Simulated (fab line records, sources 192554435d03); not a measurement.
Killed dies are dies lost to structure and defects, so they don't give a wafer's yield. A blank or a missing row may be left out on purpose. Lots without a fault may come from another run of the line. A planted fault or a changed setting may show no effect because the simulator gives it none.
fab line records | flow n5_finfet | part 2 of 2: steps 22 to 30 of 30
record lots=5 wafers=15 last_day=18
route steps=1938 shown PASS1_DEP@1831 MIM_BOT@1832 MIM_TOP@1834 MIM_TOP_LITHO@1839 MIM_TOP_ETCH@1851 MIM_BOT_LITHO@1854
lots that met no fault: from a run of the same line without faults
start_h: hours from the record's first day to the start of the lot's first wafer shown | wait_h: hours since the lot's step before | " the same as in the row above | L1.1+2: a row that stands for several wafers | - no value, or no start given | * or withheld: withheld | < > ~ a bound
route shown NAME@n: a module of which the file shows steps, and the number in the route of the first | usual: mean/standard deviation of fault-free wafers | same: alike in all rows | chamber/n: place in a boat | sites: the reading at each site | _std_site: their standard deviation | _edge_site: outer sites' mean less inner sites' | radius_mm: how far each site lies from the wafer's centre | mask NAME#n: copy n | behind: the tool/chamber that last shaped the wafer | hold: why the lot was held/for how many hours/how that ended | device: the transistor (n, p or np) that didn't switch | end of line: the same wafers' tests at the end of the route | a step without rows: its recipe alone | killed: dies lost to structure and defects at the first sort, not the wafer's yield | map: a wafer's dies, x killed, . not, _ none there
set.NAME: the setting as run; set.NAME@STEP: as run at that earlier step | model.NAME: the simulator's own value behind a step, which no gauge read
lots at some steps of the route; a table a step, a row a wafer
services: from which hour (start_h, from the record's first day; less than 0 if before it) a tool's chamber was out of use, for how many hours, and why
## steps
# step N5_MIM_TOP_ETCH_STRIP_01
# recipe chemistry=O2 power_w=600 temp_c=60 pressure_mtorr=30 rf_frequency_hz=6e+07 bias_power_w=0 overash_fraction=0.5 o2_flow_sccm=225
# usual drypump_motor_current_A=5.8/0.61 oes_product_au=0.80/0.088 rf_vpp_V=3.6/1.4 showerhead_plenum_p_Torr=2.11/0.081 temp_c=60.01/0.12 throttle_valve_pct=16.64/0.17
# columns lot.wafer tool chamber start_h wait_h drypump_motor_current_A oes_product_au rf_hours_counter_h rf_vpp_V showerhead_plenum_p_Torr temp_c throttle_valve_pct
L076.2 rie_diel-01 0 284.62 0.1 5.8 0.89 55 4.5 2.22 60.00 16.48
L076.5 " 0 " " 5.9 0.90 - 3.8 2.22 60.12 16.44
L076.6 " 1 " " 4.7 0.90 - 5.6 2.13 60.02 16.59
L081.3 rie_diel-01 0 308.75 0.1 5.9 0.85 62 6.1 2.21 59.91 16.43
L081.4 " 2 " " 6.6 0.88 31 2.9 2.06 59.98 16.68
L081.6 " 0 " " 5.9 0.88 - 4.9 2.21 60.10 16.50
L088.2 rie_diel-03 1 348.05 0.2 6.1 0.69 196 1.2 2.18 59.95 16.91
L088.3 " 0 " " 5.1 0.69 213 3.9 2.00 60.04 16.69
L088.5 " 1 " " 6.1 0.71 - 3.9 2.18 59.99 16.89
L089.1 rie_diel-03 2 369.29 0.1 5.5 0.69 249 1.9 2.06 60.17 16.91
L089.4 " 3 " " 6.5 0.82 75 3.6 2.22 59.91 16.46
L089.6 " 0 " " 5.1 0.69 - 3.6 1.99 60.18 16.66
L097.1 rie_diel-01 1 410.39 0.2 4.7 0.85 69 7.8 2.12 60.14 16.63
L097.5 " 2 " " 6.6 0.86 - 2.4 2.05 59.87 16.71
L097.6 " 1 " " 4.7 0.84 - 1.0 2.12 60.04 16.63
# step N5_MIM_TOP_ETCH_PECVD_03
# recipe material=SiNx target_thk_a=200 temp_c=400 precursor=SiH4/NH3/N2 pressure_torr=1.5 rf_w=300 time_s=17.6
# usual heater_power_w=809/140 showerhead_plenum_p_Torr=5.15/0.043 susceptor_temp_C=399.96/0.24 throttle_valve_pct=39.5/2.7
# columns lot.wafer tool chamber start_h wait_h heater_power_w showerhead_plenum_p_Torr susceptor_temp_C throttle_valve_pct
L076.2 pecvd-01 2 284.68 - 717 5.18 399.94 35.9
L076.5 " 2 " " 759 5.17 399.92 35.9
L076.6 " 0 " " 794 5.18 400.22 43.0
L081.3 pecvd-01 1 308.82 - 668 5.15 399.76 41.4
L081.4 " 1 " " 656 5.15 400.08 41.1
L081.6 " 2 " " 754 5.17 399.90 35.9
L088.2 pecvd-01 0 348.11 - 798 5.16 400.59 43.0
L088.3 " 1 " " 683 5.14 399.93 41.1
L088.5 " 1 " " 681 5.15 399.72 41.3
L089.1 pecvd-01 2 369.36 - 675 5.16 400.34 36.3
L089.4 " 1 " " 589 5.14 399.77 41.2
L089.6 " 0 " " 688 5.19 399.38 42.9
L097.1 pecvd-03 0 410.45 - 541 5.16 400.02 42.7
L097.5 " 0 " " 530 5.14 399.90 42.8
L097.6 " 2 " " 944 5.14 399.98 40.9
# step N5_MIM_BOT_LITHO_HMDS_01
# recipe time_s=60 temp_c=120
# usual resist_line_temp_C=22.98/0.11
# columns lot.wafer tool chamber start_h wait_h resist_line_temp_C
L076.2 litho_track-03 0 284.75 0.0 23.20
L076.5 " 0 " " 22.93
L076.6 " 0 " " 23.05
L081.3 litho_track-05 0 308.89 0.1 22.95
L081.4 " 0 " " 23.08
L081.6 " 0 " " 23.18
L088.2 litho_track-04 0 348.19 0.0 22.89
L088.3 " 0 " " 22.77
L088.5 " 0 " " 22.82
L089.1 litho_track-03 0 369.43 0.0 23.06
L089.4 " 0 " " 23.18
L089.6 " 0 " " 23.13
L097.1 litho_track-03 0 410.55 0.1 23.04
L097.5 " 0 " " 23.06
L097.6 " 0 " " 23.05
# step N5_MIM_BOT_LITHO_COAT_02
# recipe spin_rpm=* resist_thk_nm=*
# usual resist_line_temp_C=22.98/0.1
# columns lot.wafer tool chamber start_h wait_h resist_line_temp_C
L076.2 litho_track-03 0 - - 23.04
L076.5 " 0 " " 23.04
L076.6 " 0 " " 22.96
L081.3 litho_track-05 0 - - 22.98
L081.4 " 0 " " 23.06
L081.6 " 0 " " 22.95
L088.2 litho_track-04 0 - - 23.13
L088.3 " 0 " " 23.04
L088.5 " 0 " " 22.96
L089.1 litho_track-03 0 - - 22.97
L089.4 " 0 " " 22.90
L089.6 " 0 " " 22.98
L097.1 litho_track-03 0 - - 22.90
L097.5 " 0 " " 22.99
L097.6 " 0 " " 22.85
# step N5_MIM_BOT_LITHO_EBR_04
# recipe solvent=PGMEA ebr_width_mm=1.5
# usual resist_line_temp_C=22.98/0.11
# columns lot.wafer tool chamber start_h wait_h resist_line_temp_C
L076.2 litho_track-03 0 - - 23.13
L076.5 " 0 " " 23.00
L076.6 " 0 " " 23.10
L081.3 litho_track-05 0 - - 22.98
L081.4 " 0 " " 23.19
L081.6 " 0 " " 23.05
L088.2 litho_track-04 0 - - 23.12
L088.3 " 0 " " 23.01
L088.5 " 0 " " 23.10
L089.1 litho_track-03 0 - - 22.87
L089.4 " 0 " " 23.10
L089.6 " 0 " " 22.96
L097.1 litho_track-03 0 - - 22.99
L097.5 " 0 " " 23.00
L097.6 " 0 " " 22.88
# step N5_MIM_BOT_LITHO_SOFTBAKE_03
# recipe temp_c=100 time_s=90
# usual resist_line_temp_C=22.99/0.12
# columns lot.wafer tool chamber start_h wait_h resist_line_temp_C
L076.2 litho_track-03 0 - - 23.08
L076.5 " 0 " " 22.82
L076.6 " 0 " " 23.02
L081.3 litho_track-05 0 - - 22.81
L081.4 " 0 " " 22.94
L081.6 " 0 " " 22.94
L088.2 litho_track-04 0 - - 22.97
L088.3 " 0 " " 22.94
L088.5 " 0 " " 23.04
L089.1 litho_track-03 0 - - 22.97
L089.4 " 0 " " 22.92
L089.6 " 0 " " 22.79
L097.1 litho_track-03 0 - - 22.99
L097.5 " 0 " " 23.04
L097.6 " 0 " " 22.96
# step N5_MIM_BOT_LITHO_EXPOSE_05
# recipe mask_id=MIM_BOT na=0.55 source_shape=conventional sigma_outer=0.8 polarization=unpolarized dose_mj=24.25
# columns lot.wafer tool chamber start_h wait_h mask
L076.2+5+6 krf_scanner-02 0 284.87 - MIM_BOT#0
L081.3+4+6 krf_scanner-02 0 309.01 - MIM_BOT#0
L088.2+3+5 krf_scanner-01 0 348.43 - MIM_BOT#0
L089.1+4+6 krf_scanner-01 0 369.66 - MIM_BOT#0
L097.1+5+6 krf_scanner-01 0 410.66 - MIM_BOT#0
# step N5_MIM_BOT_LITHO_PEB_06
# recipe peb_temp_c=withheld peb_time_s=*
# usual resist_line_temp_C=*
# columns lot.wafer tool chamber start_h wait_h resist_line_temp_C
L076.2 litho_track-03 0 284.93 0.0 *
L076.5 " 0 " " *
L076.6 " 0 " " *
L081.3 litho_track-04 0 309.06 0.0 *
L081.4 " 0 " " *
L081.6 " 0 " " *
L088.2 litho_track-03 0 348.48 0.0 *
L088.3 " 0 " " *
L088.5 " 0 " " *
L089.1 litho_track-03 0 369.72 0.1 *
L089.4 " 0 " " *
L089.6 " 0 " " *
L097.1 litho_track-03 0 410.71 0.1 *
L097.5 " 0 " " *
L097.6 " 0 " " *
# step N5_MIM_BOT_LITHO_DEVELOP_07
# recipe develop_time_s=60 rinse_liquid=diw dry=air_spin dev_temp_c=21
# usual resist_line_temp_C=22.99/0.11
# columns lot.wafer tool chamber start_h wait_h resist_line_temp_C
L076.2 litho_track-03 0 - - 23.15
L076.5 " 0 " " 23.03
L076.6 " 0 " " 22.97
L081.3 litho_track-04 0 - - 22.99
L081.4 " 0 " " 22.94
L081.6 " 0 " " 23.09
L088.2 litho_track-03 0 - - 23.16
L088.3 " 0 " " 22.99
L088.5 " 0 " " 23.05
L089.1 litho_track-03 0 - - 22.75
L089.4 " 0 " " 22.80
L089.6 " 0 " " 22.74
L097.1 litho_track-03 0 - - 22.81
L097.5 " 0 " " 22.86
L097.6 " 0 " " 22.90
## services
# columns tool chamber start_h hours kind
pecvd-03 1 280.50 2.5 repair
rie_diel-01 3 284.47 7.4 repair
krf_scanner-01 - 301.17 0.5 repair
rie_diel-05 0 304.59 5.7 repair
rie_diel-06 3 310.47 18.0 repair
krf_scanner-02 - 320.11 0.8 pm
litho_track-03 - 328.49 - consumable_replace:filter
krf_scanner-01 - 335.24 4.0 pm
pecvd-01 1 337.56 2.1 scheduled_down
pvd_sputter-01 - 352.67 1.6 repair
krf_scanner-02 - 359.05 1.3 pm
krf_scanner-02 - 361.65 1.0 pm
krf_scanner-01 - 363.57 1.3 repair
litho_track-03 - 366.81 - consumable_replace:filter
krf_scanner-02 - 373.34 0.3 repair
rie_metal-03 - 373.53 2.8 pm
krf_scanner-01 - 375.49 1.0 pm
krf_scanner-01 - 379.55 0.5 repair
rie_diel-06 2 382.78 5.8 repair
rie_diel-05 0 383.06 16.6 repair
krf_scanner-02 - 384.79 0.6 repair
krf_scanner-01 - 401.62 0.6 repair
litho_track-03 - 401.93 - consumable_replace:filter
pecvd-02 - 404.79 1.6 repair
